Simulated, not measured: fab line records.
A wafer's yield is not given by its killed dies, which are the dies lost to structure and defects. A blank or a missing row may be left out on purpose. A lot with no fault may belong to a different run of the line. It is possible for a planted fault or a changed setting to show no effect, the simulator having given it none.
fab line records + flow n5-finfet
record:
- lots: 6
- wafers: 16
- last-day: 16
route steps=1938 shown HKMG_FIN@445 BEOL_M4@1111 PASSIVATION@1936
lots untouched by any fault: they come from a run of this same line in which no faults occurred
start-h: the number of hours between the record's first day and the start of the first shown wafer of the lot + wait-h: how many hours have passed since the lot's step before this one + " repeats the value in the row above + L1.1+2: a single row standing in for several wafers + - either no value or no given start + * or withheld: withheld + < > ~ a bound
route shown NAME@n: names a module that has steps shown in the file, with the first one's number in the route + usual: mean/standard deviation of fault-free wafers + same: alike in all rows + chamber/n: place in a boat + sites: readings site by site + _std_site: standard deviation across them + _edge_site: inner sites' mean taken away from outer sites' mean + radius-mm: for every site, how far away it sits from the centre of the wafer + mask NAME#n: copy n + behind: the most recent tool/chamber to have shaped the wafer + hold: why the lot went on hold/how many hours it stayed there/how the hold came to an end + device: names the non-switching transistor (n, p or np) + end of line: the route-end tests of the same wafers + where a step has no rows: the recipe by itself + killed: the dies lost at the first sort to structure and to defects; this is not the yield of the wafer + map: dies across one wafer; x = killed, . = not, _ = none there
set.NAME: the setting the step ran with; set.NAME@STEP: the setting that earlier step ran with + model.NAME: the simulator's own value behind a step, which no gauge read
certain route steps with their lots: each step a table, each wafer a row
services: a tool's chamber out of use, with start hour (start-h, from the record's first day; less than 0 if before it), hours out, and reason
== steps ==
step: N5_HKMG_FIN_STRIP_89
recipe:
- chemistry: N2/H2
- material: SOC
- time-s: 20
- power-w: 500
- temp-c: 40
- pressure-mtorr: 50
- rf-frequency-hz: 6e+07
- bias-power-w: 8
- h2-frac: 0.5
- n2-flow-sccm: 300
- h2-flow-sccm: 300
step: N5_HKMG_FIN_WET_ETCH_87
recipe:
- chemistry: SC1
- target: TiN
- mix: 1:2:40
- temp-c: 50
- time-s: 154.2
- target-depth-nm: 4.7
- dry: ipa-marangoni
- rinse-time-s: 30
- rinse-temp-c: 23
step: N5_HKMG_FIN_STRIP_88
recipe:
- chemistry: N2/H2
- power-w: 2500
- temp-c: 300
- h2-frac: 0.65
- time-s: 360
- pressure-mtorr: withheld
- n2-flow-sccm: 1750
- h2-flow-sccm: 3250
step: N5_HKMG_FIN_NWFM_ALD_20
recipe:
- material: TiAlC
- target-thk-a: 20
- temp-c: 300
- ald-precursor-family: TiCl4
- ald-co-reactant: TEA
- pulse-time-s: 3
- purge-time-s: 2
- co-reactant-purge-time-s: 2
- co-reactant-pulse-time-s: 10
- ald-cycles: 7
- pressure-torr: 3
step: N5_HKMG_FIN_ALD_71
recipe:
- material: TiN
- target-thk-a: 10
- temp-c: 400
- ald-precursor-family: TiCl4
- ald-co-reactant: NH3
- pulse-time-s: 1
- purge-time-s: 3
- co-reactant-purge-time-s: 2
- co-reactant-pulse-time-s: 2
- ald-cycles: 47
- pressure-torr: 3
usual:
- ald-cycles: 47/0
- chamber-pressure-Torr: 2.999/0.0059
- heater-power-w: 891/83
- precursor-pulse-height-rel: 0.998/0.02
| lot.wafer | tool         | chamber | start-h | wait-h | ald-cycles | chamber-pressure-Torr | heater-power-w | precursor-pulse-height-rel |
|-----------|--------------|---------|---------|--------|------------|-----------------------|----------------|----------------------------|
| L723.3    | ald-metal-02 | 1       | 79.65   | 0.0    | 47         | 3.005                 | 881            | 0.986                      |
| L723.5    | "            | 3       | "       | "      | 47         | 2.999                 | 910            | 1.019                      |
| L723.6    | "            | 2       | "       | "      | 47         | 3.002                 | 852            | 0.983                      |
| L729.3    | ald-metal-03 | 3       | 118.11  | 0.0    | 47         | 2.998                 | 844            | 1.014                      |
| L729.5    | "            | 1       | "       | "      | 47         | 2.991                 | 859            | 0.987                      |
| L729.6    | "            | 0       | "       | "      | 47         | 3.001                 | 981            | 0.989                      |
| L736.3    | ald-metal-03 | 1       | 157.92  | 0.0    | 47         | 2.995                 | 863            | 1.012                      |
| L736.6    | "            | 2       | "       | "      | 47         | 2.995                 | 1093           | 1.030                      |
| L738.1    | ald-metal-01 | 0       | 169.89  | 0.0    | 47         | 2.997                 | 855            | 0.981                      |
| L738.6    | "            | 0       | "       | "      | 47         | 2.999                 | 824            | 1.054                      |
| L740.1    | ald-metal-02 | 0       | 178.45  | 0.0    | 47         | 2.999                 | 805            | 1.033                      |
| L740.4    | "            | 2       | "       | "      | 47         | 2.999                 | 846            | 1.011                      |
| L740.6    | "            | 3       | "       | "      | 47         | 2.996                 | 940            | 1.017                      |
| L743.1    | ald-metal-01 | 2       | 202.21  | 0.0    | 47         | 3.000                 | 900            | 1.011                      |
| L743.3    | "            | 3       | "       | "      | 47         | 3.001                 | 935            | 1.019                      |
| L743.5    | "            | 0       | "       | "      | 47         | 3.004                 | 844            | 0.970                      |
step: N5_HKMG_FIN_COAT_66
recipe:
- resist: SOC
- temp-c: 250
- time-s: 60
- spin-rpm: 1500
- resist-thk-nm: 300
step: N5_HKMG_FIN_ETCH_67
recipe:
- chemistry: N2/H2
- target: SOC
- target-depth-a: 3889
- stop-on: TiN
- ion-energy-ev: 100
- bias-w: 61
- pressure-mtorr: 30
- source-w: 850
- n2-flow-sccm: 200
- h2-flow-sccm: 200
usual:
- drypump-motor-current-A: 5.7/0.46
- oes-product-au: 0.78/0.088
- rf-vpp-V: 241.0/1.6
- showerhead-plenum-p-Torr: 2.58/0.11
- throttle-valve-pct: 17.87/0.29
| lot.wafer | tool        | chamber | start-h | wait-h | drypump-motor-current-A | oes-product-au | rf-hours-counter-h | rf-vpp-V | showerhead-plenum-p-Torr | throttle-valve-pct |
|-----------|-------------|---------|---------|--------|-------------------------|----------------|--------------------|----------|--------------------------|--------------------|
| L723.3    | rie-diel-04 | 2       | 79.99   | -      | 5.1                     | 0.87           | 29                 | 243.0    | 2.68                     | 17.44              |
| L723.5    | "           | 0       | "       | "      | 5.5                     | 0.94           | -                  | 241.5    | 2.73                     | 17.81              |
| L723.6    | "           | 2       | "       | "      | 5.1                     | 0.86           | -                  | 242.1    | 2.68                     | 17.41              |
| L729.3    | rie-diel-04 | 1       | 118.45  | -      | 5.8                     | 0.95           | 12                 | 240.8    | 2.49                     | 17.67              |
| L729.5    | "           | 0       | "       | "      | 5.5                     | 0.90           | -                  | 241.7    | 2.72                     | 17.83              |
| L729.6    | "           | 1       | "       | "      | 5.9                     | 0.94           | -                  | 239.9    | 2.49                     | 17.67              |
| L736.3    | rie-diel-03 | 0       | 158.26  | -      | 6.3                     | 0.72           | 173                | 242.5    | 2.66                     | 18.22              |
| L736.6    | "           | 0       | "       | "      | 6.3                     | 0.71           | -                  | 241.7    | 2.66                     | 18.22              |
| L738.1    | rie-diel-04 | 3       | 170.27  | -      | 5.0                     | 0.70           | 201                | 239.8    | 2.45                     | 18.06              |
| L738.6    | "           | 3       | "       | "      | 5.1                     | 0.71           | -                  | 239.4    | 2.45                     | 18.06              |
| L740.1    | rie-diel-01 | 1       | 178.81  | -      | 5.7                     | 0.71           | 197                | 238.2    | 2.43                     | 17.92              |
| L740.4    | "           | 2       | "       | "      | 5.1                     | 0.95           | 11                 | 242.4    | 2.73                     | 17.98              |
| L740.6    | "           | 0       | "       | "      | 6.6                     | 0.81           | -                  | 240.0    | 2.59                     | 17.62              |
| L743.1    | rie-diel-03 | 1       | 202.61  | -      | 5.2                     | 0.86           | 62                 | 242.8    | 2.67                     | 17.32              |
| L743.3    | "           | 2       | "       | "      | 6.0                     | 0.76           | 161                | 238.9    | 2.42                     | 17.68              |
| L743.5    | "           | 2       | "       | "      | 6.0                     | 0.75           | -                  | 237.9    | 2.42                     | 17.68              |
step: N5_HKMG_FIN_STRIP_90
recipe:
- chemistry: N2/H2
- material: SOC
- time-s: 20
- power-w: 500
- temp-c: 40
- pressure-mtorr: 50
- rf-frequency-hz: 6e+07
- bias-power-w: 8
- h2-frac: 0.5
- n2-flow-sccm: 300
- h2-flow-sccm: 300
usual:
- drypump-motor-current-A: 5.7/0.46
- oes-product-au: 0.80/0.094
- rf-vpp-V: 54.3/0.87
- showerhead-plenum-p-Torr: 3.41/0.14
- throttle-valve-pct: 19.1/0.4
| lot.wafer | tool        | chamber | start-h | wait-h | drypump-motor-current-A | oes-product-au | rf-hours-counter-h | rf-vpp-V | showerhead-plenum-p-Torr | throttle-valve-pct |
|-----------|-------------|---------|---------|--------|-------------------------|----------------|--------------------|----------|--------------------------|--------------------|
| L723.3    | rie-diel-04 | 2       | 80.05   | 0.0    | 5.1                     | 0.90           | 29                 | 55.9     | 3.53                     | 18.7               |
| L723.5    | "           | 0       | "       | "      | 5.6                     | 0.94           | -                  | 55.1     | 3.59                     | 19.3               |
| L723.6    | "           | 2       | "       | "      | 5.1                     | 0.90           | -                  | 53.3     | 3.53                     | 18.7               |
| L729.3    | rie-diel-04 | 1       | 118.51  | 0.0    | 5.9                     | 0.95           | 12                 | 53.8     | 3.29                     | 19.2               |
| L729.5    | "           | 0       | "       | "      | 5.5                     | 0.91           | -                  | 54.4     | 3.59                     | 19.3               |
| L729.6    | "           | 1       | "       | "      | 5.9                     | 0.95           | -                  | 54.4     | 3.29                     | 19.2               |
| L736.3    | rie-diel-03 | 0       | 158.32  | 0.0    | 6.3                     | 0.71           | 173                | 53.7     | 3.50                     | 19.5               |
| L736.6    | "           | 0       | "       | "      | 6.3                     | 0.72           | -                  | 54.7     | 3.50                     | 19.5               |
| L738.1    | rie-diel-04 | 3       | 170.33  | 0.0    | 5.0                     | 0.72           | 201                | 55.2     | 3.24                     | 19.2               |
| L738.6    | "           | 3       | "       | "      | 5.0                     | 0.72           | -                  | 53.4     | 3.24                     | 19.2               |
| L740.1    | rie-diel-01 | 1       | 178.87  | 0.0    | 5.8                     | 0.71           | 197                | 53.9     | 3.21                     | 19.4               |
| L740.4    | "           | 2       | "       | "      | 5.1                     | 0.96           | 11                 | 54.8     | 3.60                     | 19.5               |
| L740.6    | "           | 0       | "       | "      | 6.5                     | 0.84           | -                  | 53.2     | 3.41                     | 18.8               |
| L743.1    | rie-diel-03 | 1       | 202.67  | 0.0    | 5.2                     | 0.89           | 62                 | 54.3     | 3.52                     | 18.2               |
| L743.3    | "           | 2       | "       | "      | 6.0                     | 0.77           | 161                | 54.1     | 3.20                     | 18.6               |
| L743.5    | "           | 2       | "       | "      | 6.0                     | 0.78           | -                  | 52.1     | 3.20                     | 18.6               |
step: N5_HKMG_FIN_WET_ETCH_73
recipe:
- chemistry: SC1
- mix: 1:2:40
- temp-c: 50
- time-s: 42.3
- target-depth-nm: 1.3
- dry: ipa-marangoni
- rinse-time-s: 30
- rinse-temp-c: 23
step: N5_HKMG_FIN_ETCHBACK_68
recipe:
- chemistry: Cl2/Ar
- stop-on: HfO2
- target-depth-a: 5
- pressure-mtorr: 10
- icp-w: 600
- bias-w: 60
- Cl2_flow_sccm: 40
- Ar_flow_sccm: 60
usual:
- drypump-motor-current-A: 5.8/0.53
- oes-product-au: 0.71/0.1
- throttle-valve-pct: 21.06/0.23
| lot.wafer | tool         | chamber | start-h | wait-h | drypump-motor-current-A | oes-product-au | rf-hours-counter-h | throttle-valve-pct |
|-----------|--------------|---------|---------|--------|-------------------------|----------------|--------------------|--------------------|
| L723.3    | rie-metal-03 | 1       | 80.25   | 0.1    | 6.6                     | 0.80           | -                  | 21.03              |
| L723.5    | "            | 1       | "       | "      | 6.6                     | 0.81           | -                  | 21.02              |
| L723.6    | "            | 0       | "       | "      | 5.2                     | 0.83           | -                  | 20.72              |
| L729.3    | rie-metal-02 | 0       | 118.71  | 0.1    | 5.5                     | 0.65           | -                  | 20.99              |
| L729.5    | "            | 0       | "       | "      | 5.5                     | 0.63           | -                  | 21.05              |
| L729.6    | "            | 1       | "       | "      | 6.5                     | 0.59           | -                  | 21.55              |
| L736.3    | rie-metal-02 | 1       | 158.52  | 0.1    | 6.5                     | 0.58           | -                  | 21.55              |
| L736.6    | "            | 1       | "       | "      | 6.4                     | 0.57           | -                  | 21.55              |
| L738.1    | rie-metal-02 | 0       | 170.48  | 0.0    | 5.5                     | 0.61           | 108                | 21.03              |
| L738.6    | "            | 0       | "       | "      | 5.5                     | 0.62           | -                  | 21.05              |
| L740.1    | rie-metal-02 | 0       | 179.03  | 0.0    | 5.5                     | 0.61           | 109                | 21.05              |
| L740.4    | "            | 0       | "       | "      | 5.5                     | 0.61           | -                  | 21.05              |
| L740.6    | "            | 0       | "       | "      | 5.5                     | 0.61           | -                  | 21.05              |
| L743.1    | rie-metal-03 | 0       | 202.83  | 0.0    | 5.2                     | 0.79           | 31                 | 20.72              |
| L743.3    | "            | 1       | "       | "      | 6.6                     | 0.77           | -                  | 21.06              |
| L743.5    | "            | 1       | "       | "      | 6.6                     | 0.77           | -                  | 21.04              |
step: N5_HKMG_FIN_STRIP_69
recipe:
- chemistry: N2/H2
- power-w: 2500
- temp-c: 300
- h2-frac: 0.65
- time-s: 360
- pressure-mtorr: withheld
- n2-flow-sccm: 1750
- h2-flow-sccm: 3250
step: N5_HKMG_FIN_ALD_21
recipe:
- material: TiN
- target-thk-a: 15
- temp-c: 400
- ald-precursor-family: TiCl4
- ald-co-reactant: NH3
- pulse-time-s: 1
- purge-time-s: 3
- co-reactant-purge-time-s: 2
- co-reactant-pulse-time-s: 2
- ald-cycles: 68
- pressure-torr: 3
usual:
- ald-cycles: 68/0
- chamber-pressure-Torr: 3.001/0.0059
- heater-power-w: 894/87
- precursor-pulse-height-rel: 0.999/0.023
| lot.wafer | tool         | chamber | start-h | wait-h | ald-cycles | chamber-pressure-Torr | heater-power-w | precursor-pulse-height-rel |
|-----------|--------------|---------|---------|--------|------------|-----------------------|----------------|----------------------------|
| L723.3    | ald-metal-01 | 2       | 80.73   | 0.1    | 68         | 3.002                 | 889            | 1.003                      |
| L723.5    | "            | 0       | "       | "      | 68         | 3.000                 | 843            | 1.010                      |
| L723.6    | "            | 3       | "       | "      | 68         | 3.007                 | 922            | 1.052                      |
| L729.3    | ald-metal-03 | 0       | 119.20  | 0.1    | 68         | 3.012                 | 967            | 1.004                      |
| L729.5    | "            | 1       | "       | "      | 68         | 3.008                 | 858            | 1.030                      |
| L729.6    | "            | 2       | "       | "      | 68         | 2.997                 | 1114           | 1.039                      |
| L736.3    | ald-metal-02 | 3       | 159.00  | 0.1    | 68         | 3.004                 | 925            | 0.982                      |
| L736.6    | "            | 1       | "       | "      | 68         | 3.000                 | 868            | 0.986                      |
| L738.1    | ald-metal-02 | 3       | 171.13  | 0.3    | 68         | 3.001                 | 915            | 1.018                      |
| L738.6    | "            | 0       | "       | "      | 68         | 3.010                 | 818            | 0.964                      |
| L740.1    | ald-metal-02 | 0       | 179.67  | 0.3    | 68         | 3.009                 | 839            | 1.017                      |
| L740.4    | "            | 2       | "       | "      | 68         | 3.005                 | 867            | 0.980                      |
| L740.6    | "            | 1       | "       | "      | 68         | 2.992                 | 862            | 1.015                      |
| L743.1    | ald-metal-03 | 1       | 203.43  | 0.3    | 68         | 2.998                 | 853            | 0.984                      |
| L743.3    | "            | 2       | "       | "      | 68         | 3.008                 | 1102           | 1.011                      |
| L743.5    | "            | 1       | "       | "      | 68         | 2.999                 | 845            | 0.999                      |
step: N5_HKMG_FIN_ALD_72
recipe:
- material: W
- target-thk-a: 20
- temp-c: 300
- pressure-torr: 7.5
- ald-precursor-family: WF6
- ald-co-reactant: B2H6
- pulse-time-s: 1
- purge-time-s: 2
- co-reactant-purge-time-s: 2
- co-reactant-pulse-time-s: 3
- ald-cycles: 7
usual:
- ald-cycles: 7/0
- chamber-pressure-Torr: 7.501/0.016
- heater-power-w: 473/21
- precursor-pulse-height-rel: 0.999/0.021
| lot.wafer | tool     | chamber | start-h | wait-h | ald-cycles | chamber-pressure-Torr | heater-power-w | precursor-pulse-height-rel |
|-----------|----------|---------|---------|--------|------------|-----------------------|----------------|----------------------------|
| L723.3    | cvd-w-02 | 1       | 81.11   | 0.2    | 7          | 7.499                 | 457            | 1.041                      |
| L723.5    | "        | 0       | "       | "      | 7          | 7.507                 | 462            | 0.998                      |
| L723.6    | "        | 1       | "       | "      | 7          | 7.484                 | 459            | 0.975                      |
| L729.3    | cvd-w-01 | 1       | 119.58  | 0.2    | 7          | 7.479                 | 493            | 0.991                      |
| L729.5    | "        | 1       | "       | "      | 7          | 7.488                 | 485            | 1.001                      |
| L729.6    | "        | 0       | "       | "      | 7          | 7.490                 | 506            | 0.951                      |
| L736.3    | cvd-w-02 | 1       | 159.39  | 0.2    | 7          | 7.496                 | 468            | 0.995                      |
| L736.6    | "        | 1       | "       | "      | 6          | 7.518                 | 463            | 0.979                      |
| L738.1    | cvd-w-02 | 0       | 171.49  | 0.2    | 6          | 7.496                 | 457            | 1.010                      |
| L738.6    | "        | 0       | "       | "      | 6          | 7.476                 | 462            | 0.969                      |
| L740.1    | cvd-w-01 | 0       | 180.04  | 0.2    | 7          | 7.505                 | 509            | 0.986                      |
| L740.4    | "        | 1       | "       | "      | 7          | 7.541                 | 478            | 0.988                      |
| L740.6    | "        | 1       | "       | "      | 7          | 7.528                 | 474            | 1.008                      |
| L743.1    | cvd-w-01 | 0       | 203.79  | 0.2    | 7          | 7.513                 | 502            | 0.987                      |
| L743.3    | "        | 0       | "       | "      | 7          | 7.501                 | 509            | 0.991                      |
| L743.5    | "        | 0       | "       | "      | 7          | 7.507                 | 509            | 0.980                      |
step: N5_HKMG_FIN_W_FILL_22
recipe:
- material: W
- target-thk-a: 600
- temp-c: 400
- pressure-torr: 39.4
- time-s: 18.2
step: N5_BEOL_M4_RC_MEAS_101
usual:
- DIBL_N: 36.7/2.4
- DIBL_P: 37.4/2.9
- IOFF_N: 0.18/0.05
- IOFF_P: 0.23/0.058
- ION_N: 683/16
- ION_P: 467/11
- SS_N: 71.7/0.77
- SS_P: 73.5/0.87
- VT_N: 249/4.3
- VT_P: -250/4.4
| lot.wafer | tool      | chamber | start-h | wait-h | DIBL_N[mV/V] | DIBL_P[mV/V] | IOFF_N[nA/um] | IOFF_P[nA/um] | ION_N[uA/um] | ION_P[uA/um] | SS_N[mV/dec] | SS_P[mV/dec] | VT_N[mV] | VT_P[mV] |
|-----------|-----------|---------|---------|--------|--------------|--------------|---------------|---------------|--------------|--------------|--------------|--------------|----------|----------|
| L723.3    | prober-01 | 0       | 157.56  | 1.1    | 32.0         | 32.4         | 0.11          | 0.14          | 674          | 458          | 70.4         | 72.8         | 254      | -257     |
| L723.5    | "         | 0       | "       | "      | 37.2         | 39.2         | 0.19          | 0.25          | 684          | 468          | 72.3         | 74.5         | 248      | -250     |
| L723.6    | "         | 0       | "       | "      | 34.4         | 35.6         | 0.14          | 0.18          | 657          | 453          | 72.2         | 73.5         | 253      | -256     |
| L729.3    | prober-01 | 0       | 201.35  | 0.3    | 40.9         | 42.0         | 0.29          | 0.40          | 689          | 475          | 72.6         | 74.5         | 239      | -238     |
| L729.5    | "         | 0       | "       | "      | 39.0         | 39.7         | 0.23          | 0.32          | 693          | 478          | 72.0         | 73.5         | 243      | -244     |
| L729.6    | "         | 0       | "       | "      | 35.2         | 34.7         | 0.16          | 0.21          | 698          | 479          | 70.9         | 73.2         | 247      | -249     |
| L736.3    | prober-01 | 0       | 244.70  | 0.3    | 36.1         | 36.3         | 0.14          | 0.21          | 680          | 467          | 71.3         | 73.2         | 252      | -250     |
| L736.6    | "         | 0       | "       | "      | 38.2         | 39.2         | 0.20          | 0.27          | 698          | 476          | 72.2         | 74.0         | 249      | -245     |
| L738.1    | prober-01 | 0       | 251.47  | 0.0    | 34.5         | 33.6         | 0.14          | 0.18          | 670          | 458          | 71.1         | 72.3         | 254      | -251     |
| L738.6    | "         | 0       | "       | "      | 36.0         | 37.2         | 0.18          | 0.22          | 672          | 461          | 72.4         | 73.4         | 250      | -250     |
| L740.1    | prober-02 | 0       | 259.90  | 0.0    | 35.4         | 37.9         | 0.16          | 0.23          | 691          | 478          | 71.3         | 73.9         | 251      | -249     |
| L740.4    | "         | 0       | "       | "      | 38.4         | 41.0         | 0.21          | 0.27          | 692          | 470          | 71.8         | 73.8         | 248      | -248     |
| L740.6    | "         | 0       | "       | "      | 34.6         | 37.0         | 0.14          | 0.21          | 663          | 463          | 70.9         | 73.5         | 253      | -249     |
| L743.1    | prober-01 | 0       | 285.46  | 0.0    | 38.0         | 41.1         | 0.21          | 0.24          | 682          | 455          | 71.3         | 74.4         | 245      | -250     |
| L743.3    | "         | 0       | "       | "      | 33.9         | 36.3         | 0.13          | 0.17          | 661          | 456          | 71.2         | 72.9         | 253      | -254     |
| L743.5    | "         | 0       | "       | "      | 37.5         | 40.8         | 0.19          | 0.23          | 682          | 463          | 71.8         | 74.5         | 246      | -252     |
step: N5_PASSIVATION_PROBE_49
usual:
- defect-limited-yield: 91.4/1.6
- killed_at_M0_to_M3: 31/11
- killed_at_M4_up: 14/5.7
- killed-at-contacts: 12/6
- killed-at-front-end: 41/13
- killed-at-other: 3.3/2.8
- killed-dies: 101/19
- killed-open: 67/14
- killed-short: 33/8.2
- sort_bin_5_function: 5.0/1.1
- sort_bin_6_memory: 3.3/0.74
- sort-n-pass: 1078/20
- sort-yield-pct: 91.3/1.7
same:
- gross-dies: 1180
- killed-at-back-side: 0
- sort_bin_4_leakage[%]: 0
- sort_bin_8_speed[%]: 0
| lot.wafer | tool      | chamber | start-h | wait-h | defect-limited-yield[%] | killed_at_M0_to_M3 | killed_at_M4_up | killed-at-contacts | killed-at-front-end | killed-at-other | killed-dies | killed-open | killed-short | sort_bin_5_function[%] | sort_bin_6_memory[%] | sort-n-pass | sort-yield-pct[%] |
|-----------|-----------|---------|---------|--------|-------------------------|--------------------|-----------------|--------------------|---------------------|-----------------|-------------|-------------|--------------|------------------------|----------------------|-------------|-------------------|
| L729.3    | prober-02 | -       | 306.45  | 0.1    | 92.6                    | 21                 | 15              | 12                 | 39                  | 0               | 87          | 54          | 28           | 3.8                    | 2.9                  | 1093        | 92.6              |
| L729.5    | prober-02 | -       | 306.55  | 0.2    | 92.2                    | 32                 | 14              | 10                 | 34                  | 2               | 92          | 57          | 35           | 4.6                    | 3.0                  | 1088        | 92.2              |
| L729.6    | prober-02 | -       | 306.60  | 0.3    | 93.6                    | 20                 | 11              | 6                  | 38                  | 0               | 75          | 52          | 23           | 3.2                    | 2.8                  | 1105        | 93.6              |
| L736.3    | prober-01 | -       | 354.87  | 0.1    | 92.0                    | 23                 | 20              | 10                 | 32                  | 9               | 94          | 60          | 31           | 4.7                    | 2.9                  | 1086        | 92.0              |
| L736.6    | prober-01 | -       | 355.02  | 0.3    | 92.1                    | 41                 | 14              | 12                 | 23                  | 3               | 93          | 60          | 32           | 4.1                    | 3.6                  | 1087        | 92.1              |
| L738.1    | prober-01 | -       | 364.60  | 0.0    | 95.5                    | 13                 | 4               | 10                 | 22                  | 4               | 53          | 39          | 14           | 2.6                    | 1.6                  | 1127        | 95.5              |
| L740.1    | prober-01 | -       | 371.93  | 0.0    | 89.9                    | 23                 | 18              | 15                 | 61                  | 2               | 119         | 85          | 31           | 5.0                    | 4.6                  | 1061        | 89.9              |
| L740.4    | prober-01 | -       | 372.08  | 0.2    | 93.6                    | 23                 | 5               | 9                  | 38                  | 0               | 75          | 55          | 18           | 4.3                    | 1.8                  | 1105        | 93.6              |
| L740.6    | prober-01 | -       | 372.18  | 0.3    | 92.3                    | 20                 | 14              | 19                 | 36                  | 2               | 91          | 68          | 23           | 4.2                    | 3.1                  | 1089        | 92.3              |
| L743.1    | prober-01 | -       | 392.01  | 0.0    | 90.5                    | 18                 | 10              | 21                 | 56                  | 7               | 112         | 70          | 39           | 5.0                    | 3.9                  | 1068        | 90.5              |
| L743.3    | prober-01 | -       | 392.11  | 0.1    | 86.8                    | 40                 | 13              | 16                 | 80                  | 7               | 156         | 106         | 41           | 7.5                    | 5.2                  | 1024        | 86.8              |
| L743.5    | prober-01 | -       | 392.21  | 0.2    | 89.6                    | 36                 | 16              | 5                  | 62                  | 4               | 123         | 78          | 41           | 5.5                    | 4.2                  | 1057        | 89.6              |
killed by level:class
L729.3 MOL_CONTACT_COAG:geometric-particle:open=8 BEOL_M4:geometric-particle:open=7 FIN_SAQP:geometric-particle:short=6 FIN_SAQP:geometric-particle:open=5 DUMMY_GATE:geometric-particle:open=5 GATE_CUT:geometric-particle:short=5 BEOL_M0_SAQP:geometric-particle:short=5 BEOL_M3:geometric-particle:open=5
L729.5 BEOL_M0_SAQP:geometric-particle:short=11 MOL_CONTACT_COAG:geometric-particle:open=10 FIN_SAQP:geometric-particle:short=9 FIN_SAQP:geometric-particle:open=7 BEOL_M0_SAQP:geometric-particle:open=7 BEOL_M4:geometric-particle:open=7 DUMMY_GATE:geometric-particle:open=5 STI_FIN_REVEAL:geometric-particle:open=3
L729.6 STI_FIN_REVEAL:geometric-particle:open=10 MOL_CONTACT_COAG:geometric-particle:open=6 BEOL_M1:geometric-particle:open=6 FIN_SAQP:geometric-particle:open=5 DUMMY_GATE:geometric-particle:open=5 GATE_CUT:geometric-particle:short=5 BEOL_M3:geometric-particle:open=4 BEOL_M4:geometric-particle:open=3
L736.3 BEOL_M4:geometric-particle:open=12 BEOL_M3:geometric-particle:open=9 FIN_SAQP:geometric-particle:short=7 STI_FIN_REVEAL:geometric-particle:open=7 MOL_CONTACT_COAG:geometric-particle:open=7 BEOL_M1:geometric-particle:open=5 FIN_SAQP:geometric-particle:open=4 MIM_TOP_ETCH:geometric-particle:short=4
L736.6 BEOL_M0_SAQP:geometric-particle:short=9 BEOL_M1:geometric-particle:open=9 MOL_CONTACT_COAG:geometric-particle:open=8 STI_FIN_REVEAL:geometric-particle:open=6 BEOL_M0_SAQP:geometric-particle:open=6 BEOL_M2:geometric-particle:open=6 BEOL_M4:geometric-particle:open=6 FIN_SAQP:geometric-particle:open=5
L738.1 MOL_CONTACT_COAG:geometric-particle:open=8 STI_FIN_REVEAL:geometric-particle:open=7 STARTING-WAFER:geometric-particle:short=5 BEOL_M2:geometric-particle:open=3 BEOL_M4:geometric-particle:open=3 MIM_BOT:geometric-particle:open=3 DUMMY_GATE:geometric-particle:open=2 MOL_CONTACT_COAG:geometric-particle:short=2
L740.1 FIN_SAQP:geometric-particle:open=15 MOL_CONTACT_COAG:geometric-particle:open=13 STI_FIN_REVEAL:geometric-particle:open=13 FIN_SAQP:geometric-particle:short=10 BEOL_M3:geometric-particle:open=8 STI_FIN_REVEAL:geometric-particle:short=7 BEOL_M4:geometric-particle:open=6 BEOL_M0:geometric-particle:open=4
L740.4 FIN_SAQP:geometric-particle:open=12 BEOL_M3:geometric-particle:open=12 STI_FIN_REVEAL:geometric-particle:open=7 MOL_CONTACT_COAG:geometric-particle:open=7 BEOL_M3:geometric-particle:short=4 GATE_CUT:geometric-particle:open=4 FIN_SAQP:geometric-particle:short=3 BEOL_M0_SAQP:geometric-particle:open=3
L740.6 MOL_CONTACT_COAG:geometric-particle:open=17 STI_FIN_REVEAL:geometric-particle:open=16 BEOL_M3:geometric-particle:open=7 FIN_SAQP:geometric-particle:open=5 FIN_SAQP:geometric-particle:short=4 BEOL_M0_SAQP:geometric-particle:short=4 BEOL_M4:geometric-particle:open=4 DUMMY_GATE:geometric-particle:open=3
L743.1 STI_FIN_REVEAL:geometric-particle:open=21 MOL_CONTACT_COAG:geometric-particle:open=13 MOL_CONTACT_COAG:geometric-particle:short=8 FIN_SAQP:geometric-particle:open=7 FIN_SAQP:geometric-particle:short=7 BEOL_M3:geometric-particle:open=6 DUMMY_GATE:geometric-particle:open=5 BEOL_M1:geometric-particle:short=4
L743.3 FIN_SAQP:geometric-particle:open=26 STI_FIN_REVEAL:geometric-particle:open=18 MOL_CONTACT_COAG:geometric-particle:open=15 FIN_SAQP:geometric-particle:short=9 BEOL_M2:geometric-particle:open=8 BEOL_M1:geometric-particle:open=7 BEOL_M0_SAQP:geometric-particle:short=7 BEOL_M3:geometric-particle:open=7
L743.5 STI_FIN_REVEAL:geometric-particle:open=18 FIN_SAQP:geometric-particle:short=10 BEOL_M3:geometric-particle:open=10 BEOL_M2:geometric-particle:open=9 FIN_SAQP:geometric-particle:open=7 GATE_CUT:geometric-particle:short=7 BEOL_M8:geometric-particle:open=5 STARTING-WAFER:geometric-particle:open=4
== services ==
| tool         | chamber | start-h | hours | kind                          |
|--------------|---------|---------|-------|-------------------------------|
| rie-diel-04  | 1       | 71.81   | -     | clean                         |
| rie-diel-04  | 1       | 71.81   | -     | consumable-replace:focus-ring |
| rie-diel-04  | 1       | 71.81   | 14.5  | scheduled-down                |
| rie-diel-04  | 1       | 71.81   | 14.5  | vent-cycle                    |
| rie-metal-03 | -       | 87.97   | 1.4   | pm                            |
| cvd-w-01     | -       | 98.42   | 1.7   | repair                        |
| cvd-w-02     | 1       | 108.60  | 7.4   | repair                        |
| ald-metal-01 | -       | 116.59  | 52.6  | repair                        |
| rie-diel-01  | 1       | 119.12  | 7.1   | repair                        |
| cvd-w-01     | 1       | 120.64  | 10.3  | repair                        |
| rie-diel-01  | 2       | 133.21  | -     | clean                         |
| ald-metal-03 | 3       | 136.57  | 3.6   | repair                        |
| cvd-w-02     | -       | 140.14  | 6.9   | pm                            |
| rie-diel-03  | 0       | 159.33  | 1.3   | repair                        |
| rie-metal-02 | 1       | 166.71  | -     | clean                         |
| rie-metal-02 | 1       | 166.71  | 16.0  | scheduled-down                |
| rie-metal-02 | 1       | 166.71  | 16.0  | vent-cycle                    |
| cvd-w-01     | 0       | 167.86  | 4.6   | repair                        |
| rie-metal-02 | -       | 177.63  | 0.5   | repair                        |
| rie-diel-04  | -       | 180.48  | 69.8  | repair                        |
| ald-metal-01 | 2       | 180.97  | 12.1  | repair                        |
| rie-diel-03  | 1       | 185.26  | 8.8   | repair                        |
| rie-diel-03  | 3       | 194.43  | 6.1   | repair                        |
| cvd-w-02     | -       | 202.59  | 2.8   | pm                            |
== key ==
first-sign:
- step: N5_HKMG_FIN_ALD_72
- reading: ald-cycles
- direction: down
- sigmas: 99+
- usual: *
- struck: *
effect none on later readings
met-at N5_HKMG_FIN_ALD_72
struck-wafers L736.6,L738.1,L738.6
onset-between 81.11 159.39
fault:
- kind: process-parameter-drift
- tool: cvd-w-02
- chamber: -
- onset-h: 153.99
- steps: N5_HKMG_FIN_ALD_72
- channel: ald-cycles
- offset: *
- shape: step
- end-h: 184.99
- scope: struck-wafers-only
- stated: *
